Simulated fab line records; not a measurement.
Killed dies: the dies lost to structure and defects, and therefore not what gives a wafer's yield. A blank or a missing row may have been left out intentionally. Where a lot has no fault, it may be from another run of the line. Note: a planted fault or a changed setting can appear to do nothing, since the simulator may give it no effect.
fab line records    flow n5-finfet
record: lots: 7  wafers: 39
route steps=1938 shown STI_FIN_REVEAL@190 DUMMY_GATE@220 MOL_CONTACT_COAG@584 BEOL_M1@800 BEOL_M3@931
start-h: start of the lot's first displayed wafer, in hours after the record's first day    wait-h: time in hours since the lot's previous step    " as in the row above    L1.1+2: a single row standing in for several wafers    - either no value or no given start    * or withheld: withheld    < > ~ a bound
route shown NAME@n: a module of which the file shows steps, and the number in the route of the first    usual: mean/standard deviation of fault-free wafers    same: alike in all rows    chamber/n: place in a boat    sites: each site's reading    _std_site: standard deviation across them    _edge_site: the outer-site mean with the inner-site mean subtracted    radius-mm: for every site, how far away it sits from the centre of the wafer    mask NAME#n: copy n    behind: tool/chamber where the wafer was last shaped    hold: why the lot was held/for how many hours/how that ended    device: names the non-switching transistor (n, p or np)    end of line: tests of these same wafers at the route's end    step lacking rows: just its recipe    killed: dies lost to structure and defects at the first sort, not the wafer's yield    map: the dies of a wafer, with x for killed, . for not killed, _ for no die there
set.NAME: the setting the step ran with; set.NAME@STEP: the setting that earlier step ran with    model.NAME: the simulator's own value behind a step, which no gauge read
lots with deliberately changed settings; one table per step, one row per wafer
== steps ==
step: N5_STI_FIN_REVEAL_ETCHBACK_08
recipe: chemistry: C4F6/O2  target: SiO2  target-depth-a: 305  time-s: 10.167  ion-energy-ev: 250  pressure-mtorr: 30  source-w: 345  bias-w: 185  Ar_flow_sccm: 300  C4F6_flow_sccm: 10  O2_flow_sccm: 10
lot.wafer         tool         chamber      start-h  wait-h  set.target-depth-a
L075.1+2+3+4+5+6  rie-diel-02  2,1,3,0,0,1  40.79    0.2     305
L077.1+2+4        rie-diel-05  1,3,2        51.97    0.2     305
L083.1+3+4        rie-diel-02  3,0,1        87.74    0.3     305
L083.2+5+6        "            2,2,1        "        "       481.5
L086.1+5+6        rie-diel-05  2,1,0        107.51   0.2     305
L086.2+3+4        "            3,1,0        "        "       352.8
L090.1+2+4        rie-diel-06  3,1,3        129.12   0.2     189.1
L090.3+5+6        "            0,1,0        "        "       305
L092.1+2+3+4+5+6  rie-diel-05  1,2,1,2,1,2  141.69   0.2     305
L095.1+4+5        rie-diel-06  2,1,3        159.62   0.2     240.1
L095.2+3+6        "            3,1,2        "        "       305
step: N5_STI_FIN_REVEAL_STRIP_24
recipe: chemistry: N2/H2  time-s: 90  power-w: 100  temp-c: 40  pressure-mtorr: 100  rf-frequency-hz: 6e+07  bias-power-w: 3  n2-flow-sccm: 300  h2-flow-sccm: 300
step: N5_STI_FIN_REVEAL_PRECLEAN_25
recipe: chemistry: SPM  time-s: 90  temp-c: 120  mix: 4:1
step: N5_STI_FIN_REVEAL_SRD_23
recipe: dry: ipa-marangoni  time-s: 30  temp-c: 23  rinse-liquid: diw
step: N5_STI_FIN_REVEAL_FIN_H_MEAS_10
usual: trench-depth-nm: 51.7/0.66
lot.wafer  tool    chamber  start-h  wait-h  set.target-depth-a@STI_FIN_REVEAL_ETCHBACK_08  trench-depth-nm
L075.1     ocd-01  -        43.78    0.0     305                                            52.6
L075.2     "       -        "        "       305                                            51.9
L075.3     "       -        "        "       305                                            52.4
L075.4     "       -        "        "       305                                            51.9
L075.5     "       -        "        "       305                                            51.6
L075.6     "       -        "        "       305                                            52.5
L077.1     ocd-01  -        54.95    0.0     305                                            51.4
L077.2     "       -        "        "       305                                            51.8
L077.4     "       -        "        "       305                                            51.4
L083.1     ocd-01  -        90.69    0.0     305                                            52.3
L083.2     "       -        "        "       481.5                                          70.0
L083.3     "       -        "        "       305                                            51.5
L083.4     "       -        "        "       305                                            51.2
L083.5     "       -        "        "       481.5                                          70.9
L083.6     "       -        "        "       481.5                                          69.2
L086.1     ocd-02  -        110.49   0.0     305                                            52.0
L086.2     "       -        "        "       352.8                                          57.1
L086.3     "       -        "        "       352.8                                          56.2
L086.4     "       -        "        "       352.8                                          57.0
L086.5     "       -        "        "       305                                            51.9
L086.6     "       -        "        "       305                                            52.9
L090.1     ocd-01  -        132.12   0.0     189.1                                          41.0
L090.2     "       -        "        "       189.1                                          40.6
L090.3     "       -        "        "       305                                            52.0
L090.4     "       -        "        "       189.1                                          40.1
L090.5     "       -        "        "       305                                            52.7
L090.6     "       -        "        "       305                                            51.9
L092.1     ocd-02  -        144.74   0.0     305                                            50.5
L092.2     "       -        "        "       305                                            50.1
L092.3     "       -        "        "       305                                            50.4
L092.4     "       -        "        "       305                                            51.2
L092.5     "       -        "        "       305                                            50.3
L092.6     "       -        "        "       305                                            51.0
L095.1     ocd-02  -        162.58   0.0     240.1                                          46.1
L095.2     "       -        "        "       305                                            51.7
L095.3     "       -        "        "       305                                            52.3
L095.4     "       -        "        "       240.1                                          46.0
L095.5     "       -        "        "       240.1                                          45.4
L095.6     "       -        "        "       305                                            52.5
step: N5_DUMMY_GATE_HM_DEP_06
recipe: material: SiNx  target-thk-a: 800  precursor: DCS/NH3  temp-c: 700  pressure-mtorr: 300  time-s: 5141
lot.wafer     tool      chamber  start-h  wait-h  set.time-s  model.SiNx_of_DUMMY_GATE_HM_DEP_06.thk-nm
L075.1        -         -        -        0.0     4310        69
L075.2        "         -        "        "       4310        68.6
L075.3        "         -        "        "       4310        68.8
L075.4        "         -        "        "       4310        67.8
L075.5+6      "         -        "        "       4310        68.2
L077.1        lpcvd-02  0/15     59.30    0.1     5141        79.8
L077.2        "         0/20     "        "       5141        78.4
L077.4        "         0/29     "        "       5141        79.6
L083.1        -         -        -        0.0     2902        45.2
L083.2        "         -        "        "       2902        44.8
L083.3+6      "         -        "        "       2902        45
L083.4        "         -        "        "       2902        45.8
L083.5        "         -        "        "       2902        45.4
L086.1+2      -         -        -        0.0     2399        38.2
L086.3+4+5    "         -        "        "       2399        38.4
L086.6        "         -        "        "       2399        38.6
L090.1+2+4+5  -         -        -        0.5     5141        80.2
L090.3        "         -        "        "       5141        80.4
L090.6        "         -        "        "       5141        80.6
L092.1        -         -        -        0.0     2743        43.4
L092.2+5      "         -        "        "       2743        42.8
L092.3        "         -        "        "       2743        42.4
L092.4        "         -        "        "       2743        42.6
L092.6        "         -        "        "       2743        43
L095.1+4      -         -        -        0.0     2648        41.8
L095.2        "         -        "        "       2648        42.4
L095.3        "         -        "        "       2648        42.6
L095.5        "         -        "        "       2648        42.2
L095.6        "         -        "        "       2648        41.6
step: N5_MOL_CONTACT_COAG_ETCHBACK_135
recipe: chemistry: CHF3  target: SiO2  target-depth-a: 250  time-s: 16.7  ion-energy-ev: 200  pressure-mtorr: 30  source-w: 610  bias-w: 170  Ar_flow_sccm: 200  CHF3_flow_sccm: 50
lot.wafer       tool         chamber    start-h  wait-h  set.time-s  model.SOC_of_MOL_CONTACT_COAG_COAT_75.thk-nm
L075.1          rie-diel-05  1          106.15   0.0     16.7        57.8
L075.2          "            0          "        "       16.7        57.4
L075.3          "            2          "        "       25.98       56.4
L075.4          "            3          "        "       25.98       56
L075.5          "            3          "        "       25.98       56.2
L075.6          "            0          "        "       16.7        57.6
L077.1          rie-diel-02  2          116.70   0.0     16.7        57.4
L077.2+4        "            0,1        "        "       16.7        57.6
L083.1+5+6      rie-diel-02  3,3,0      151.31   0.0     16.7        57.2
L083.2          "            2          "        "       12.47       58.2
L083.3+4        "            0,2        "        "       12.47       58
L086.1+3        rie-diel-02  2,3        176.04   0.0     25.96       55.8
L086.2          "            1          "        "       16.7        57.2
L086.4+6        "            0,3        "        "       16.7        57.4
L086.5          "            2          "        "       25.96       55.6
L090.1+3+5      rie-diel-02  3,0,3      195.56   0.0     20.58       56.6
L090.2          "            2          "        "       16.7        57.2
L090.4          "            1          "        "       16.7        57.4
L090.6          "            0          "        "       16.7        57
L092.1          rie-diel-05  0          214.62   0.0     16.7        57.2
L092.2          "            1          "        "       14.02       58
L092.3+6        "            2,3        "        "       16.7        57.4
L092.4+5        "            3,0        "        "       14.02       57.8
L095.1+2+3+5+6  rie-diel-05  3,0,1,1,0  229.24   0.0     16.7        57.6
L095.4          "            2          "        "       16.7        57.8
step: N5_BEOL_M1_TRENCH_ETCH_37
recipe: chemistry: C4F6/O2  target-depth-a: 552.07  target: SiOC  time-s: 29  ion-energy-ev: 250  pressure-mtorr: 30  source-w: 355  bias-w: 185  Ar_flow_sccm: 300  C4F6_flow_sccm: 10  O2_flow_sccm: 10
lot.wafer  tool         chamber  start-h  wait-h  set.time-s  model.BEOL_M1.feature-depth-nm  model.etch.depth-nm  model.TiN_of_BEOL_M1_HM_DEP_02.thk-nm
L075.1     rie-diel-01  2        -        -       29          56.6                            56.53                17.6
L075.2     "            0        "        "       22.87       44.8                            44.72                18.6
L075.3     "            1        "        "       22.87       43.2                            43.28                18.2
L075.4     "            3        "        "       22.87       43.8                            43.72                18.4
L075.5     "            3        "        "       29          55.2                            55.23                17.8
L075.6     "            0        "        "       29          56.4                            56.48                17.8
L077.1     rie-diel-04  2        -        -       29          55.2                            55.21                17.8
L077.2     "            3        "        "       29          55.8                            55.88                17.6
L077.4     "            0        "        "       29          54.6                            54.57                17.8
L083.1     rie-diel-01  3        -        -       29          54.8                            54.79                17.8
L083.2     "            2        "        "       29          56.4                            56.36                18
L083.3     "            1        "        "       29          54.6                            54.68                18
L083.4     "            2        "        "       29          56                              56.06                18.2
L083.5     "            1        "        "       29          55                              55.04                17.8
L083.6     "            3        "        "       29          54.6                            54.57                18
L086.1     rie-diel-03  1        -        -       29          55.8                            55.8                 17.8
L086.2     "            2        "        "       29          54.4                            54.35                18
L086.3     "            0        "        "       29          54.4                            54.48                17.8
L086.4     "            3        "        "       29          54.8                            54.75                17.8
L086.5     "            0        "        "       29          55                              54.91                17.8
L086.6     "            3        "        "       29          55.2                            55.11                17.8
L090.1     rie-diel-03  1        -        -       29          55.4                            55.48                17.6
L090.2     "            2        "        "       29          54.4                            54.35                17.8
L090.3     "            3        "        "       29          54.4                            54.41                17.8
L090.4     "            0        "        "       37.5        70                              70.08                17.2
L090.5     "            2        "        "       37.5        70.6                            70.65                17.2
L090.6     "            1        "        "       37.5        71.8                            71.73                17.2
L092.1     rie-diel-03  3        -        -       29          54.4                            54.37                17.6
L092.2     "            0        "        "       29          54                              54.03                17.6
L092.3     "            1        "        "       20.88       40                              40.05                18.2
L092.4     "            2        "        "       29          54.4                            54.46                17.8
L092.5     "            1        "        "       20.88       40                              40.04                18.2
L092.6     "            2        "        "       20.88       39.4                            39.42                18.4
L095.1     rie-diel-04  3        -        -       29          54.8                            54.7                 17.6
L095.2     "            2        "        "       22.12       41.6                            41.65                18.2
L095.3     "            0        "        "       29          54.8                            54.89                17.6
L095.4     "            1        "        "       29          54.2                            54.21                17.6
L095.5     "            1        "        "       22.12       41                              40.97                18.2
L095.6     "            2        "        "       22.12       41.8                            41.78                18
step: N5_BEOL_M1_ETCH_41
recipe: chemistry: CH3F/O2  target: SiCN  target-depth-a: 319  taper-deg: 2  time-s: 57.8  ion-energy-ev: 120  mask-material: TiN  pressure-mtorr: 30  source-w: 395  bias-w: 75  Ar_flow_sccm: 150  CH3F_flow_sccm: 30  O2_flow_sccm: 20
step: N5_BEOL_M1_STRIP_97
recipe: chemistry: N2/H2  time-s: 10  power-w: 450  temp-c: 40  pressure-mtorr: 20  rf-frequency-hz: 6e+07  bias-power-w: 7  n2-flow-sccm: 200  h2-flow-sccm: 200
step: N5_BEOL_M1_OCD_MEAS_38
usual: trench-depth-nm: 55.0/0.81
lot.wafer  tool    chamber  start-h  wait-h  set.time-s@BEOL_M1_TRENCH_ETCH_37  trench-depth-nm
L075.1     ocd-02  -        133.97   -       29                                 56.4
L075.2     "       -        "        "       22.87                              44.9
L075.3     "       -        "        "       22.87                              43.0
L075.4     "       -        "        "       22.87                              43.5
L075.5     "       -        "        "       29                                 54.9
L075.6     "       -        "        "       29                                 56.5
L077.1     ocd-02  -        142.99   -       29                                 55.7
L077.2     "       -        "        "       29                                 56.0
L077.4     "       -        "        "       29                                 54.8
L083.1     ocd-02  -        175.00   -       29                                 54.9
L083.2     "       -        "        "       29                                 56.3
L083.3     "       -        "        "       29                                 54.7
L083.4     "       -        "        "       29                                 56.3
L083.5     "       -        "        "       29                                 55.3
L083.6     "       -        "        "       29                                 54.4
L086.1     ocd-01  -        201.50   -       29                                 55.3
L086.2     "       -        "        "       29                                 54.2
L086.3     "       -        "        "       29                                 54.8
L086.4     "       -        "        "       29                                 54.8
L086.5     "       -        "        "       29                                 54.8
L086.6     "       -        "        "       29                                 55.0
L090.1     ocd-01  -        230.06   -       29                                 55.5
L090.2     "       -        "        "       29                                 54.3
L090.3     "       -        "        "       29                                 54.5
L090.4     "       -        "        "       37.5                               69.8
L090.5     "       -        "        "       37.5                               70.7
L090.6     "       -        "        "       37.5                               71.5
L092.1     ocd-01  -        243.73   -       29                                 54.2
L092.2     "       -        "        "       29                                 54.0
L092.3     "       -        "        "       20.88                              40.1
L092.4     "       -        "        "       29                                 54.6
L092.5     "       -        "        "       20.88                              39.7
L092.6     "       -        "        "       20.88                              39.3
L095.1     ocd-01  -        258.48   -       29                                 55.1
L095.2     "       -        "        "       22.12                              41.7
L095.3     "       -        "        "       29                                 55.1
L095.4     "       -        "        "       29                                 54.0
L095.5     "       -        "        "       22.12                              41.0
L095.6     "       -        "        "       22.12                              41.6
step: N5_BEOL_M3_ILD_DEP_00
recipe: material: SiOC  target-thk-a: 790  temp-c: 350  precursor: DEMS/O2  pressure-torr: 5  rf-w: 500  time-s: 15.3
lot.wafer  tool      chamber  start-h  wait-h  set.time-s  model.SiOC_of_BEOL_M3_ILD_DEP_00.thk-nm
L075.1     pecvd-02  2        148.74   0.0     8.263       43.6
L075.2     "         0        "        "       15.3        77.4
L075.3     "         1        "        "       15.3        77.8
L075.4     "         1        "        "       8.263       42.8
L075.5     "         0        "        "       15.3        78.8
L075.6     "         2        "        "       8.263       43.4
L077.1     pecvd-03  0        156.13   0.0     15.3        78.6
L077.2     "         1        "        "       15.3        79.6
L077.4     "         0        "        "       15.3        79.8
L083.1     pecvd-02  1        194.12   0.0     15.3        79.4
L083.2     "         0        "        "       15.3        79
L083.3+5   "         2        "        "       15.3        79.6
L083.4     "         1        "        "       15.3        80.4
L083.6     "         0        "        "       15.3        80.8
L086.1     pecvd-01  0        217.55   0.0     15.3        78.6
L086.2+5   "         1        "        "       6.289       33
L086.3     "         2        "        "       6.289       33.2
L086.4     "         2        "        "       15.3        80.2
L086.6     "         0        "        "       15.3        80
L090.1     pecvd-01  1        242.63   0.0     7.426       38.6
L090.2     "         0        "        "       7.426       39.4
L090.3     "         2        "        "       15.3        79.6
L090.4     "         0        "        "       15.3        78.6
L090.5     "         1        "        "       7.426       39.8
L090.6     "         2        "        "       15.3        80.4
L092.1     pecvd-01  0        259.68   0.0     15.3        78.4
L092.2     "         1        "        "       15.3        79.2
L092.3     "         2        "        "       15.3        79.4
L092.4     "         1        "        "       15.3        80.6
L092.5     "         2        "        "       15.3        80
L092.6     "         0        "        "       15.3        79.8
L095.1     pecvd-01  2        271.63   0.0     15.3        79.6
L095.2     "         1        "        "       15.3        78.4
L095.3     "         0        "        "       15.3        79.4
L095.4     "         1        "        "       15.3        80
L095.5     "         0        "        "       15.3        80.8
L095.6     "         2        "        "       15.3        81.6
step: N5_BEOL_M3_THK_MEAS_01
recipe: reads: SiOC_of_BEOL_M3_ILD_DEP_00
usual: M3_ILD_THK: 79.1/1
lot.wafer  tool           chamber  start-h  wait-h  set.time-s@BEOL_M3_ILD_DEP_00  M3_ILD_THK[nm]
L075.1     film-metro-02  -        148.81   0.0     8.263                          43.6
L075.2     "              -        "        "       15.3                           77.4
L075.3     "              -        "        "       15.3                           77.9
L075.4     "              -        "        "       8.263                          42.9
L075.5     "              -        "        "       15.3                           78.7
L075.6     "              -        "        "       8.263                          43.5
L077.1     film-metro-02  -        156.19   0.0     15.3                           78.7
L077.2     "              -        "        "       15.3                           79.5
L077.4     "              -        "        "       15.3                           79.9
L083.1     film-metro-01  -        194.19   0.0     15.3                           79.4
L083.2     "              -        "        "       15.3                           79.0
L083.3     "              -        "        "       15.3                           79.4
L083.4     "              -        "        "       15.3                           80.5
L083.5     "              -        "        "       15.3                           79.7
L083.6     "              -        "        "       15.3                           80.7
L086.1     film-metro-02  -        217.62   0.0     15.3                           78.7
L086.2     "              -        "        "       6.289                          33.0
L086.3     "              -        "        "       6.289                          33.1
L086.4     "              -        "        "       15.3                           80.2
L086.5     "              -        "        "       6.289                          32.9
L086.6     "              -        "        "       15.3                           80.0
L090.1     film-metro-02  -        242.70   0.0     7.426                          38.5
L090.2     "              -        "        "       7.426                          39.4
L090.3     "              -        "        "       15.3                           79.6
L090.4     "              -        "        "       15.3                           78.7
L090.5     "              -        "        "       7.426                          39.8
L090.6     "              -        "        "       15.3                           80.5
L092.1     film-metro-01  -        259.75   0.0     15.3                           78.5
L092.2     "              -        "        "       15.3                           79.3
L092.3     "              -        "        "       15.3                           79.5
L092.4     "              -        "        "       15.3                           80.5
L092.5     "              -        "        "       15.3                           80.1
L092.6     "              -        "        "       15.3                           79.9
L095.1     film-metro-01  -        271.70   0.0     15.3                           79.5
L095.2     "              -        "        "       15.3                           78.4
L095.3     "              -        "        "       15.3                           79.4
L095.4     "              -        "        "       15.3                           79.9
L095.5     "              -        "        "       15.3                           80.8
L095.6     "              -        "        "       15.3                           81.6
== key ==
split: step: N5_STI_FIN_REVEAL_ETCHBACK_08  setting: target-depth-a  stated: 305  by: wafer
response: step: N5_STI_FIN_REVEAL_FIN_H_MEAS_10  reading: trench-depth-nm  change: +0.312  per: 1%  r: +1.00
split: step: N5_DUMMY_GATE_HM_DEP_06  setting: time-s  stated: 5141  by: lot
response: step: N5_DUMMY_GATE_HM_DEP_06  reading: model.SiNx_of_DUMMY_GATE_HM_DEP_06.thk-nm  change: +0.793  per: 1%  r: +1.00
split: step: N5_MOL_CONTACT_COAG_ETCHBACK_135  setting: time-s  stated: 16.7  by: wafer
response: step: N5_MOL_CONTACT_COAG_ETCHBACK_135  reading: model.SOC_of_MOL_CONTACT_COAG_COAT_75.thk-nm  change: -0.0278  per: 1%  r: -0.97
split: step: N5_BEOL_M1_TRENCH_ETCH_37  setting: time-s  stated: 29  by: wafer
response: step: N5_BEOL_M1_TRENCH_ETCH_37  reading: model.BEOL_M1.feature-depth-nm  change: +0.544  per: 1%  r: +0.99
response: step: N5_BEOL_M1_TRENCH_ETCH_37  reading: model.etch.depth-nm  change: +0.545  per: 1%  r: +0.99
response: step: N5_BEOL_M1_TRENCH_ETCH_37  reading: model.TiN_of_BEOL_M1_HM_DEP_02.thk-nm  change: -0.0223  per: 1%  r: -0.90
response: step: N5_BEOL_M1_OCD_MEAS_38  reading: trench-depth-nm  change: +0.545  per: 1%  r: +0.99
split: step: N5_BEOL_M3_ILD_DEP_00  setting: time-s  stated: 15.3  by: wafer
response: step: N5_BEOL_M3_ILD_DEP_00  reading: model.SiOC_of_BEOL_M3_ILD_DEP_00.thk-nm  change: +0.779  per: 1%  r: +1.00
response: step: N5_BEOL_M3_THK_MEAS_01  reading: M3_ILD_THK  change: +0.779  per: 1%  r: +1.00
